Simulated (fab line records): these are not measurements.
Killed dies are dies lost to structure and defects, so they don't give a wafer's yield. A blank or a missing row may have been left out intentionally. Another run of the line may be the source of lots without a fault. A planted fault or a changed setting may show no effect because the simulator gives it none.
fab line records	flow n5Finfet
[record] lots = 7	wafers = 21
route steps=1938 shown BEOL_M1@761 BEOL_M2@879 BEOL_M3@931
startH: start of the lot's first displayed wafer, in hours after the record's first day	waitH: hours since the lot's step before	" unchanged from the row above	L1.1+2: a single row standing in for several wafers	- either no value or no given start	* or withheld: withheld	< > ~ a bound
route shown NAME@n: names a module that has steps shown in the file, with the first one's number in the route	usual: mean/standard deviation taken from wafers without a fault	same: alike in all rows	chamber/n: place in a boat	sites: each site's reading	_std_site: the values' standard deviation	_edge_site: the outer-site mean with the inner-site mean subtracted	radiusMm: for every site, how far away it sits from the centre of the wafer	mask NAME#n: copy n	behind: the tool/chamber that last shaped the wafer	hold: cause of the lot's hold/its duration in hours/its outcome	device: names the non-switching transistor (n, p or np)	end of line: tests run on the same wafers once the route is complete	where a step has no rows: the recipe by itself	killed: the dies lost at the first sort to structure and to defects; this is not the yield of the wafer	map: shows each die of a wafer: x if killed, . if not, _ if none is there
set.NAME: setting as actually run; set.NAME@STEP: the setting as run at that earlier step	model.NAME: the simulator's own value behind a step, which no gauge read
one table per step and one row per wafer, for lots whose settings were changed on purpose
[[steps]]
[step N5_BEOL_M1_EXPOSE_08]
[recipe] maskId = M1	na = 0.33	sourceShape = dipole	sigmaInner = 0.369	sigmaOuter = 0.767	polarization = unpolarized	doseMj = 33
lot.wafer	tool	chamber	startH	waitH	mask	set.doseMj
L075.3+5	euvScanner-01	0	131.13	-	M1#0	33
L075.4	"	0	"	"	M1#0	31.38
L077.1+3+5	euvScanner-02	0	135.07	-	M1#0	33
L080.1+3+4	euvScanner-02	0	157.93	-	M1#0	33
L082.3	euvScanner-01	0	168.90	-	M1#0	31.07
L082.4+5	"	0	"	"	M1#0	33
L087.4	euvScanner-01	0	199.02	-	M1#0	33
L087.5+6	"	0	"	"	M1#0	30.53
L090.3+4	euvScanner-02	0	220.30	-	M1#0	33
L090.6	"	0	"	"	M1#0	31.15
L091.2+3+4	euvScanner-02	0	224.24	-	M1#0	33
[step N5_BEOL_M1_PEB_09]
[recipe] pebTempC = 100	pebTimeS = 60	resist = CAR-EUV
[step N5_BEOL_M1_DEVELOP_10]
[recipe] developTimeS = 30	developer = TMAH	resist = CAR-EUV	rinseLiquid = surfactantRinse	dry = airSpin	devTempC = 23
[step N5_BEOL_M1_CD_MEAS_11]
[recipe] targetCdNm = 17.05	landingEnergyEv = 500	detector = seInlens	polarity = opening
[usual] cdNm = 17.08/0.23
lot.wafer	tool	chamber	startH	waitH	set.doseMj@BEOL_M1_EXPOSE_08	cdNm
L075.3	cdSem-01	0	131.25	-	33	17.03
L075.4	"	0	"	"	31.38	15.57
L075.5	"	0	"	"	33	16.91
L077.1	cdSem-01	0	135.20	-	33	16.78
L077.3	"	0	"	"	33	17.24
L077.5	"	0	"	"	33	17.12
L080.1	cdSem-02	0	158.06	-	33	16.94
L080.3	"	0	"	"	33	17.14
L080.4	"	0	"	"	33	16.82
L082.3	cdSem-03	0	169.02	-	31.07	16.00
L082.4	"	0	"	"	33	17.08
L082.5	"	0	"	"	33	16.96
L087.4	cdSem-03	0	199.14	-	33	17.31
L087.5	"	0	"	"	30.53	15.67
L087.6	"	0	"	"	30.53	15.81
L090.3	cdSem-01	0	220.41	-	33	16.93
L090.4	"	0	"	"	33	17.04
L090.6	"	0	"	"	31.15	16.26
L091.2	cdSem-02	0	224.36	-	33	16.87
L091.3	"	0	"	"	33	16.94
L091.4	"	0	"	"	33	16.79
[step N5_BEOL_M1_DESCUM_16]
[recipe] chemistry = O2	timeS = 7	sourcePowerW = 50	biasPowerW = 20	pressureMtorr = 20	rfFrequencyHz = 2.712e+07	tempC = 40	resist = CAR-EUV	o2FlowSccm = 225
[step N5_BEOL_M1_ETCH_74]
[recipe] chemistry = N2/H2	target = underlayer	targetDepthA = 65	maskMaterial = CAR-EUV	timeS = 5.2	ionEnergyEv = 200	pressureMtorr = 30	sourceW = 840	biasW = 150	n2FlowSccm = 200	h2FlowSccm = 200	ends = cleared
lot.wafer	tool	chamber	startH	waitH	set.doseMj@BEOL_M1_EXPOSE_08	model.BEOL_M1.cdOffsetNm
L075.3	rieDiel-02	2	131.53	0.0	33	0
L075.4	"	3	"	"	31.38	-1.2
L075.5	"	1	"	"	33	0.2
L077.1+5	rieDiel-01	0,2	135.38	0.0	33	-0.2
L077.3	"	3	"	"	33	0
L080.1+4	rieDiel-02	3,2	158.21	0.0	33	0
L080.3	"	0	"	"	33	0.2
L082.3	rieDiel-01	3	169.17	0.0	31.07	-1.4
L082.4+5	"	3,1	"	"	33	-0.2
L087.4	rieDiel-02	0	200.26	0.0	33	0
L087.5	"	0	"	"	30.53	-1.4
L087.6	"	1	"	"	30.53	-1.2
L090.3	rieDiel-01	2	220.57	0.0	33	0.2
L090.4	"	0	"	"	33	0
L090.6	"	3	"	"	31.15	-1
L091.2	rieDiel-02	0	224.52	0.0	33	0.2
L091.3	"	3	"	"	33	0.4
L091.4	"	1	"	"	33	0
[step N5_BEOL_M1_ETCH_63]
[recipe] chemistry = CF4	target = SiARC	targetDepthA = 156	maskMaterial = CAR-EUV	timeS = 26	ionEnergyEv = 80	pressureMtorr = 40	sourceW = 545	biasW = 36	Ar_flow_sccm = 100	cf4FlowSccm = 100	ends = cleared
lot.wafer	tool	chamber	startH	waitH	set.doseMj@BEOL_M1_EXPOSE_08	model.BEOL_M1.cdOffsetNm
L075.3+5	rieDiel-02	2,1	131.55	0.0	33	0
L075.4	"	3	"	"	31.38	-1.4
L077.1+5	rieDiel-01	0,2	135.40	0.0	33	-0.2
L077.3	"	3	"	"	33	0
L080.1+4	rieDiel-02	3,2	158.23	0.0	33	0
L080.3	"	0	"	"	33	0.2
L082.3	rieDiel-01	3	169.19	0.0	31.07	-1.6
L082.4	"	3	"	"	33	-0.4
L082.5	"	1	"	"	33	0
L087.4	rieDiel-02	0	200.28	0.0	33	0
L087.5	"	0	"	"	30.53	-1.4
L087.6	"	1	"	"	30.53	-1.2
L090.3	rieDiel-01	2	220.59	0.0	33	0.2
L090.4	"	0	"	"	33	0
L090.6	"	3	"	"	31.15	-1.2
L091.2+4	rieDiel-02	0,1	224.53	0.0	33	0.2
L091.3	"	3	"	"	33	0.4
[step N5_BEOL_M1_ETCH_64]
[recipe] chemistry = N2/H2	target = SOC	targetDepthA = 750	overetchA = 150	maskMaterial = SiARC	tempC = 40	timeS = 112.5	ionEnergyEv = 200	pressureMtorr = 30	sourceW = 840	biasW = 150	n2FlowSccm = 200	h2FlowSccm = 200
lot.wafer	tool	chamber	startH	waitH	set.doseMj@BEOL_M1_EXPOSE_08	model.BEOL_M1.cdOffsetNm
L075.3	rieDiel-02	2	131.57	0.0	33	-0.2
L075.4	"	3	"	"	31.38	-1.4
L075.5	"	1	"	"	33	0
L077.1+5	rieDiel-01	0,2	135.42	0.0	33	-0.2
L077.3	"	3	"	"	33	0.2
L080.1+3+4	rieDiel-02	3,0,2	158.26	0.0	33	0
L082.3	rieDiel-01	3	169.22	0.0	31.07	-1.4
L082.4+5	"	3,1	"	"	33	-0.2
L087.4	rieDiel-02	0	200.31	0.0	33	-0.2
L087.5	"	0	"	"	30.53	-1.6
L087.6	"	1	"	"	30.53	-1.2
L090.3	rieDiel-01	2	220.61	0.0	33	0.6
L090.4	"	0	"	"	33	-0.2
L090.6	"	3	"	"	31.15	-1.2
L091.2	rieDiel-02	0	224.56	0.0	33	-0.2
L091.3	"	3	"	"	33	0.4
L091.4	"	1	"	"	33	0.2
[step N5_BEOL_M1_STRIP_65]
[recipe] chemistry = N2/H2	tempC = 40	n2FlowSccm = 200	h2FlowSccm = 200	rfFrequencyHz = 6e+07
[step N5_BEOL_M1_STRIP_75]
[recipe] chemistry = N2/H2	tempC = 40	n2FlowSccm = 200	h2FlowSccm = 200	rfFrequencyHz = 6e+07
[step N5_BEOL_M1_HM_OPEN_17]
[recipe] chemistry = Cl2/BCl3	targetDepthA = 200	overetchA = 60	target = TiN	maskMaterial = SOC	ionEnergyEv = 150	pressureMtorr = 10	icpW = 1000	biasW = 126	Cl2_flow_sccm = 53.25	bcl3FlowSccm = 21.75	Ar_flow_sccm = 25
[step N5_BEOL_M1_STRIP_19]
[recipe] chemistry = O2	powerW = 400	tempC = 40	pressureMtorr = 30	rfFrequencyHz = 6e+07	biasPowerW = 0	overashFraction = 0.2	o2FlowSccm = 225
[step N5_BEOL_M1_CD_MEAS_18]
[recipe] pitchNm = 36	targetCdNm = 18
[usual] cdNm = 18.00/0.29
lot.wafer	tool	chamber	startH	waitH	set.doseMj@BEOL_M1_EXPOSE_08	cdNm
L075.3	cdSem-03	-	131.98	0.1	33	17.93
L075.4	"	-	"	"	31.38	16.95
L075.5	"	-	"	"	33	17.95
L077.1	cdSem-03	-	135.77	0.0	33	18.00
L077.3	"	-	"	"	33	17.89
L077.5	"	-	"	"	33	18.42
L080.1	cdSem-03	-	158.81	0.0	33	17.91
L080.3	"	-	"	"	33	18.01
L080.4	"	-	"	"	33	17.95
L082.3	cdSem-01	-	169.57	0.1	31.07	16.41
L082.4	"	-	"	"	33	18.05
L082.5	"	-	"	"	33	17.76
L087.4	cdSem-01	-	200.66	0.0	33	18.04
L087.5	"	-	"	"	30.53	16.90
L087.6	"	-	"	"	30.53	16.75
L090.3	cdSem-02	-	221.00	0.1	33	18.28
L090.4	"	-	"	"	33	17.65
L090.6	"	-	"	"	31.15	16.66
L091.2	cdSem-03	-	224.91	0.1	33	17.73
L091.3	"	-	"	"	33	18.37
L091.4	"	-	"	"	33	18.08
[step N5_BEOL_M1_ETCH_77]
[recipe] chemistry = N2/H2	target = underlayer	targetDepthA = 65	maskMaterial = CAR-EUV	timeS = 5.2	ionEnergyEv = 200	pressureMtorr = 30	sourceW = 840	biasW = 150	n2FlowSccm = 200	h2FlowSccm = 200	ends = cleared
[usual] etchRfOnTimeS = 5.21/0.11	rfVppV = 525.0/2.7
lot.wafer	tool	chamber	startH	waitH	set.sourceW	etchRfOnTimeS	rfVppV
L075.3	rieDiel-02	3	132.62	0.0	840	5.11	528.1
L075.4	"	2	"	"	775	5.65	539.1
L075.5	"	0	"	"	840	5.39	526.6
L077.1	rieDiel-02	0	136.37	0.0	840	5.41	527.5
L077.3	"	1	"	"	840	5.29	525.5
L077.5	"	1	"	"	840	5.33	526.5
L080.1	rieDiel-02	3	159.43	0.0	840	5.07	526.9
L080.3	"	2	"	"	702	6.14	552.1
L080.4	"	1	"	"	702	5.98	556.5
L082.3	rieDiel-01	1	170.04	0.0	840	5.16	526.6
L082.4	"	3	"	"	840	5.12	524.1
L082.5	"	0	"	"	840	5.10	523.2
L087.4	rieDiel-05	2	201.26	0.0	840	5.03	521.9
L087.5	"	1	"	"	883.5	4.99	515.2
L087.6	"	0	"	"	883.5	5.16	519.2
L090.3	rieDiel-01	3	221.61	0.0	840	5.10	528.8
L090.4	"	0	"	"	911.7	4.80	511.3
L090.6	"	3	"	"	911.7	4.82	510.6
L091.2	rieDiel-05	2	225.39	0.0	840	5.07	520.1
L091.3	"	1	"	"	840	5.21	524.1
L091.4	"	3	"	"	878	5.10	518.0
[step N5_BEOL_M1_TRENCH_ETCH_37]
[recipe] chemistry = C4F6/O2	targetDepthA = 552.07	target = SiOC	timeS = 29	ionEnergyEv = 250	pressureMtorr = 30	sourceW = 355	biasW = 185	Ar_flow_sccm = 300	C4F6_flow_sccm = 10	O2_flow_sccm = 10
lot.wafer	tool	chamber	startH	waitH	set.biasW	model.BEOL_M1.featureDepthNm	model.etch.depthNm
L075.3	rieDiel-02	1	-	-	185	54	54.01
L075.4	"	3	"	"	185	56.4	56.44
L075.5	"	0	"	"	185	54.2	54.22
L077.1	rieDiel-02	0	-	-	185	53.8	53.76
L077.3	"	2	"	"	185	53.4	53.33
L077.5	"	1	"	"	185	53.4	53.37
L080.1	rieDiel-02	0	-	-	185	54	53.97
L080.3	"	1	"	"	217.9	59	58.94
L080.4	"	3	"	"	217.9	58.8	58.74
L082.3	rieDiel-01	1	-	-	185	54.6	54.66
L082.4	"	0	"	"	185	54.8	54.8
L082.5	"	3	"	"	185	54.6	54.51
L087.4	rieDiel-01	3	-	-	185	55	55.04
L087.5	"	3	"	"	194.8	56.2	56.24
L087.6	"	0	"	"	185	55.8	55.71
L090.3	rieDiel-01	1	-	-	185	54.6	54.54
L090.4	"	0	"	"	202.1	57.2	57.13
L090.6	"	3	"	"	185	54.8	54.87
L091.2	rieDiel-01	2	-	-	185	56.8	56.7
L091.3	"	1	"	"	185	54.8	54.85
L091.4	"	3	"	"	185	55.4	55.44
[step N5_BEOL_M1_ETCH_41]
[recipe] chemistry = CH3F/O2	target = SiCN	targetDepthA = 319	taperDeg = 2	timeS = 57.8	ionEnergyEv = 120	maskMaterial = TiN	pressureMtorr = 30	sourceW = 395	biasW = 75	Ar_flow_sccm = 150	CH3F_flow_sccm = 30	O2_flow_sccm = 20
[step N5_BEOL_M1_STRIP_97]
[recipe] chemistry = N2/H2	timeS = 10	powerW = 450	tempC = 40	pressureMtorr = 20	rfFrequencyHz = 6e+07	biasPowerW = 7	n2FlowSccm = 200	h2FlowSccm = 200
[step N5_BEOL_M1_PRECLEAN_42]
[recipe] chemistry = residueRemover	timeS = 60	tempC = 40
[step N5_BEOL_M1_SRD_43]
[recipe] timeS = 30	tempC = 23	rinseLiquid = diw	dry = ipaMarangoni
[step N5_BEOL_M1_CD_MEAS_35]
[recipe] targetCdNm = 18	targetCdYNm = 21	polarity = opening
[usual] cdNm = 18.0/0.33
lot.wafer	tool	chamber	startH	waitH	set.doseMj@BEOL_M1_EXPOSE_08	cdNm
L075.3	cdSem-03	-	134.57	0.0	33	18.0
L075.4	"	-	"	"	31.38	16.5
L075.5	"	-	"	"	33	18.5
L077.1	cdSem-02	-	138.79	0.0	33	17.4
L077.3	"	-	"	"	33	17.9
L077.5	"	-	"	"	33	17.9
L080.1	cdSem-02	-	161.87	0.0	33	18.1
L080.3	"	-	"	"	33	17.8
L080.4	"	-	"	"	33	17.9
L082.3	cdSem-02	-	171.97	0.0	31.07	16.2
L082.4	"	-	"	"	33	18.0
L082.5	"	-	"	"	33	18.1
L087.4	cdSem-02	-	223.55	0.0	33	18.1
L087.5	"	-	"	"	30.53	16.6
L087.6	"	-	"	"	30.53	17.2
L090.3	cdSem-02	-	224.42	0.0	33	18.6
L090.4	"	-	"	"	33	17.5
L090.6	"	-	"	"	31.15	17.2
L091.2	cdSem-03	-	228.15	0.0	33	18.2
L091.3	"	-	"	"	33	18.2
L091.4	"	-	"	"	33	18.1
[step N5_BEOL_M2_DESCUM_33]
[recipe] chemistry = O2	timeS = 7	sourcePowerW = 50	biasPowerW = 20	pressureMtorr = 20	rfFrequencyHz = 2.712e+07	tempC = 40	resist = CAR-EUV	o2FlowSccm = 225
lot.wafer	tool	chamber	startH	waitH	set.timeS	model.CAR-EUV_of_BEOL_M2_COAT_22.thkNm
L075.3+4	rieDiel-04	1,3	140.97	0.0	7.454	25.8
L075.5	"	3	"	"	7	26
L077.1+3+5	rieDiel-06	3,0,2	145.11	0.0	7	26
L080.1+3	rieDiel-03	0,1	167.79	0.0	8.329	25.6
L080.4	"	2	"	"	7	26.2
L082.3+5	rieDiel-04	3	177.47	0.0	7.619	25.8
L082.4	"	0	"	"	7	26
L087.4+6	rieDiel-06	3,0	229.74	0.0	7	26.2
L087.5	"	1	"	"	8.364	25.4
L090.3	rieDiel-03	0	232.94	0.0	7	26.2
L090.4	"	2	"	"	5.52	27
L090.6	"	3	"	"	5.52	26.8
L091.2	rieDiel-06	3	235.74	0.1	7	26.2
L091.3+4	"	0,1	"	"	5.797	26.8
[step N5_BEOL_M2_ETCH_77]
[recipe] chemistry = N2/H2	target = underlayer	targetDepthA = 65	maskMaterial = CAR-EUV	timeS = 5.2	ionEnergyEv = 200	pressureMtorr = 30	sourceW = 840	biasW = 150	n2FlowSccm = 200	h2FlowSccm = 200	ends = cleared
lot.wafer	tool	chamber	startH	waitH	set.timeS@BEOL_M2_DESCUM_33	model.CAR-EUV_of_BEOL_M2_COAT_22.thkNm
L075.3+4	rieDiel-04	1,3	141.00	0.0	7.454	20.2
L075.5	"	3	"	"	7	20.4
L077.1+5	rieDiel-06	3,2	145.15	0.0	7	20.2
L077.3	"	0	"	"	7	20.4
L080.1+3	rieDiel-03	0,1	167.82	0.0	8.329	19.8
L080.4	"	2	"	"	7	20.6
L082.3+5	rieDiel-04	3	177.50	0.0	7.619	20
L082.4	"	0	"	"	7	20.2
L087.4+6	rieDiel-06	3,0	229.76	0.0	7	20.4
L087.5	"	1	"	"	8.364	19.8
L090.3	rieDiel-03	0	232.98	0.0	7	20.4
L090.4	"	2	"	"	5.52	21.4
L090.6	"	3	"	"	5.52	21.2
L091.2	rieDiel-06	3	235.77	0.0	7	20.4
L091.3+4	"	0,1	"	"	5.797	21
[step N5_BEOL_M2_ETCH_69]
[recipe] chemistry = CF4	target = SiARC	targetDepthA = 156	maskMaterial = CAR-EUV	timeS = 26	ionEnergyEv = 80	pressureMtorr = 40	sourceW = 545	biasW = 36	Ar_flow_sccm = 100	cf4FlowSccm = 100	ends = cleared
lot.wafer	tool	chamber	startH	waitH	set.timeS@BEOL_M2_DESCUM_33	model.CAR-EUV_of_BEOL_M2_COAT_22.thkNm
L075.3+4	rieDiel-04	1,3	141.02	0.0	7.454	11
L075.5	"	3	"	"	7	11.2
L077.1+5	rieDiel-06	3,2	145.16	0.0	7	11
L077.3	"	0	"	"	7	11.2
L080.1+3	rieDiel-03	0,1	167.84	0.0	8.329	10.6
L080.4	"	2	"	"	7	11.4
L082.3+5	rieDiel-04	3	177.52	0.0	7.619	10.8
L082.4	"	0	"	"	7	11
L087.4+6	rieDiel-06	3,0	229.80	0.0	7	11.2
L087.5	"	1	"	"	8.364	10.6
L090.3	rieDiel-03	0	233.00	0.0	7	11.2
L090.4	"	2	"	"	5.52	12.2
L090.6	"	3	"	"	5.52	11.8
L091.2	rieDiel-06	3	235.79	0.0	7	11.2
L091.3+4	"	0,1	"	"	5.797	11.8
[step N5_BEOL_M2_ALD_98]
[recipe] material = SiO2	targetThkA = 25	tempC = 100	aldPrecursorFamily = BDEAS	aldCoReactant = O2-plasma	pulseTimeS = 1	coReactantPulseTimeS = 1	purgeTimeS = 2	coReactantPurgeTimeS = 2	aldCycles = 17	pressureTorr = 2
[step N5_BEOL_M2_ETCHBACK_99]
[recipe] chemistry = CHF3	target = SiO2	targetDepthA = 50	timeS = 10.4	sourceW = 215	biasW = 47	Ar_flow_sccm = 200	CHF3_flow_sccm = 12	ionEnergyEv = 100	pressureMtorr = 30
lot.wafer	tool	chamber	startH	waitH	set.timeS@BEOL_M2_DESCUM_33	model.CAR-EUV_of_BEOL_M2_COAT_22.thkNm
L075.3+4	rieDiel-06	3,2	167.46	26.3	7.454	10.2
L075.5	"	3	"	"	7	10.4
L077.1+3	rieDiel-06	0,3	171.55	25.9	7	10.4
L077.5	"	3	"	"	7	10.2
L080.1+3	rieDiel-03	3,1	179.74	11.3	8.329	10
L080.4	"	0	"	"	7	10.6
L082.3+5	rieDiel-04	2	193.48	14.9	7.619	10
L082.4	"	3	"	"	7	10.4
L087.4+6	rieDiel-03	0,2	234.38	4.5	7	10.6
L087.5	"	1	"	"	8.364	9.8
L090.3	rieDiel-04	0	256.17	23.0	7	10.6
L090.4	"	1	"	"	5.52	11.4
L090.6	"	3	"	"	5.52	11.2
L091.2	rieDiel-03	0	256.28	20.4	7	10.6
L091.3+4	"	1,2	"	"	5.797	11.2
[step N5_BEOL_M3_ILD_DEP_00]
[recipe] material = SiOC	targetThkA = 790	tempC = 350	precursor = DEMS/O2	pressureTorr = 5	rfW = 500	timeS = 15.3
lot.wafer	tool	chamber	startH	waitH	set.timeS	model.SiOC_of_BEOL_M3_ILD_DEP_00.thkNm
L075.3	pecvd-01	2	172.98	0.1	15.3	79
L075.4	"	1	"	"	15.3	79.4
L075.5	"	2	"	"	16.42	85.8
L077.1	pecvd-01	1	175.85	0.0	15.3	79.6
L077.3	"	1	"	"	15.3	81
L077.5	"	2	"	"	15.3	80.2
L080.1	pecvd-03	1	184.75	0.0	13.67	70.8
L080.3	"	2	"	"	13.67	71.2
L080.4	"	0	"	"	15.3	79.4
L082.3	pecvd-03	2	198.23	0.0	16.56	85.6
L082.4	"	2	"	"	16.56	86.8
L082.5	"	0	"	"	15.3	79.4
L087.4	pecvd-01	2	238.91	0.1	15.3	79.2
L087.5+6	"	0,1	"	"	15.3	80
L090.3	pecvd-02	2	260.77	0.0	17.51	90.4
L090.4	"	0	"	"	17.51	91.6
L090.6	"	1	"	"	15.3	80.8
L091.2	pecvd-01	0	262.64	0.0	15.3	78.4
L091.3	"	2	"	"	15.3	79.4
L091.4	"	1	"	"	15.3	79.6
[step N5_BEOL_M3_THK_MEAS_01]
[recipe] reads = SiOC_of_BEOL_M3_ILD_DEP_00
[usual] M3_ILD_THK = 79.4/0.95
lot.wafer	tool	chamber	startH	waitH	set.timeS@BEOL_M3_ILD_DEP_00	M3_ILD_THK[nm]
L075.3	filmMetro-02	-	173.05	0.1	15.3	79.0
L075.4	"	-	"	"	15.3	79.4
L075.5	"	-	"	"	16.42	85.9
L077.1	filmMetro-01	-	175.94	0.1	15.3	79.6
L077.3	"	-	"	"	15.3	81.0
L077.5	"	-	"	"	15.3	80.2
L080.1	filmMetro-02	-	184.82	0.0	13.67	70.9
L080.3	"	-	"	"	13.67	71.3
L080.4	"	-	"	"	15.3	79.5
L082.3	filmMetro-02	-	198.30	0.1	16.56	85.5
L082.4	"	-	"	"	16.56	86.9
L082.5	"	-	"	"	15.3	79.5
L087.4	filmMetro-02	-	238.96	0.0	15.3	79.1
L087.5	"	-	"	"	15.3	79.9
L087.6	"	-	"	"	15.3	80.0
L090.3	filmMetro-02	-	260.84	0.1	17.51	90.3
L090.4	"	-	"	"	17.51	91.8
L090.6	"	-	"	"	15.3	80.8
L091.2	filmMetro-02	-	262.71	0.1	15.3	78.4
L091.3	"	-	"	"	15.3	79.5
L091.4	"	-	"	"	15.3	79.6
[[key]]
[split] step = N5_BEOL_M1_EXPOSE_08	setting = doseMj	stated = 33	by = wafer
[response] step = N5_BEOL_M1_CD_MEAS_11	reading = cdNm	change = +0.197	per = 1%	r = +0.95
[response] step = N5_BEOL_M1_ETCH_74	reading = model.BEOL_M1.cdOffsetNm	change = +0.201	per = 1%	r = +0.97
[response] step = N5_BEOL_M1_ETCH_63	reading = model.BEOL_M1.cdOffsetNm	change = +0.22	per = 1%	r = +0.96
[response] step = N5_BEOL_M1_ETCH_64	reading = model.BEOL_M1.cdOffsetNm	change = +0.207	per = 1%	r = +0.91
[response] step = N5_BEOL_M1_CD_MEAS_18	reading = cdNm	change = +0.206	per = 1%	r = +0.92
[response] step = N5_BEOL_M1_CD_MEAS_35	reading = cdNm	change = +0.224	per = 1%	r = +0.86
[split] step = N5_BEOL_M1_ETCH_77	setting = sourceW	stated = 840	by = wafer
[response] step = N5_BEOL_M1_ETCH_77	reading = etchRfOnTimeS	change = *	per = 1%	r = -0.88
[response] step = N5_BEOL_M1_ETCH_77	reading = rfVppV	change = -1.64	per = 1%	r = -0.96
[split] step = N5_BEOL_M1_TRENCH_ETCH_37	setting = biasW	stated = 185	by = wafer
[response] step = N5_BEOL_M1_TRENCH_ETCH_37	reading = model.BEOL_M1.featureDepthNm	change = +0.266	per = 1%	r = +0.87
[response] step = N5_BEOL_M1_TRENCH_ETCH_37	reading = model.etch.depthNm	change = +0.264	per = 1%	r = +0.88
[split] step = N5_BEOL_M2_DESCUM_33	setting = timeS	stated = 7	by = wafer
[response] step = N5_BEOL_M2_DESCUM_33	reading = model.CAR-EUV_of_BEOL_M2_COAT_22.thkNm	change = -0.0344	per = 1%	r = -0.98
[response] step = N5_BEOL_M2_ETCH_77	reading = model.CAR-EUV_of_BEOL_M2_COAT_22.thkNm	change = -0.037	per = 1%	r = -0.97
[response] step = N5_BEOL_M2_ETCH_69	reading = model.CAR-EUV_of_BEOL_M2_COAT_22.thkNm	change = -0.0357	per = 1%	r = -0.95
[response] step = N5_BEOL_M2_ETCHBACK_99	reading = model.CAR-EUV_of_BEOL_M2_COAT_22.thkNm	change = -0.0355	per = 1%	r = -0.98
[split] step = N5_BEOL_M3_ILD_DEP_00	setting = timeS	stated = 15.3	by = wafer
[response] step = N5_BEOL_M3_ILD_DEP_00	reading = model.SiOC_of_BEOL_M3_ILD_DEP_00.thkNm	change = +0.769	per = 1%	r = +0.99
[response] step = N5_BEOL_M3_THK_MEAS_01	reading = M3_ILD_THK	change = +0.771	per = 1%	r = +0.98
